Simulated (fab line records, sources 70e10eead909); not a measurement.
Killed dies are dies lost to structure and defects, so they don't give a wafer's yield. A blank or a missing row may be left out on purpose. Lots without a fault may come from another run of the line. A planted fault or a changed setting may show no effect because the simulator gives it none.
Chamber matching | flow nand_harc | NHARC_A_STAIRCASE_TRIM_20 on rie_diel-07: 4 sister chambers
The step chemistry O2, time 211.2 s. 4 wafers are shown with their chamber, then 10 later ones without.

WAFERS WITH THEIR CHAMBER
wafer  | chamber | showerhead_plenum_p_Torr (Torr)
L084.5 | 2       | 3.30
L089.5 | 1       | 3.77
L092.1 | 3       | 3.62
L092.4 | 0       | 3.64

WAFERS WITHOUT THEIR CHAMBER
wafer  | showerhead_plenum_p_Torr (Torr)
L092.5 | 3.76
L093.1 | 3.75
L093.4 | 3.28
L093.5 | 3.75
L094.1 | 3.75
L094.2 | 3.63
L094.4 | 3.61
L097.3 | 3.60
L097.4 | 3.63
L097.6 | 3.28

WHICH CHAMBER EACH WENT THROUGH
wafer  | from the rows above     | in truth
L092.5 | 1                       | 1
L093.1 | 1                       | 1
L093.4 | 2                       | 2
L093.5 | 1                       | 1
L094.1 | 1                       | 1
L094.2 | can't be placed: 3 or 0 | 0
L094.4 | can't be placed: 3 or 0 | 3
L097.3 | can't be placed: 3 or 0 | 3
L097.4 | can't be placed: 3 or 0 | 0
L097.6 | 2                       | 2
Placed correctly: 6 of 10. Can't be placed from these rows: 4 (the true chamber is among the candidates in 4). Placed wrongly: 0.
How it was worked out, from the rows above alone: a wafer's distance from a chamber is the root of the sum, over the readings, of the square of ((its reading less the chamber's mean) divided by the reading's scatter). The wafer belongs to the nearest chamber; if the next one is less than 2 further off, it can't be placed. A chamber's mean is the mean of its shown wafers. The scatter: with one shown wafer a chamber, the root of the mean of the squares of how far each hidden wafer lies from its nearest shown one.
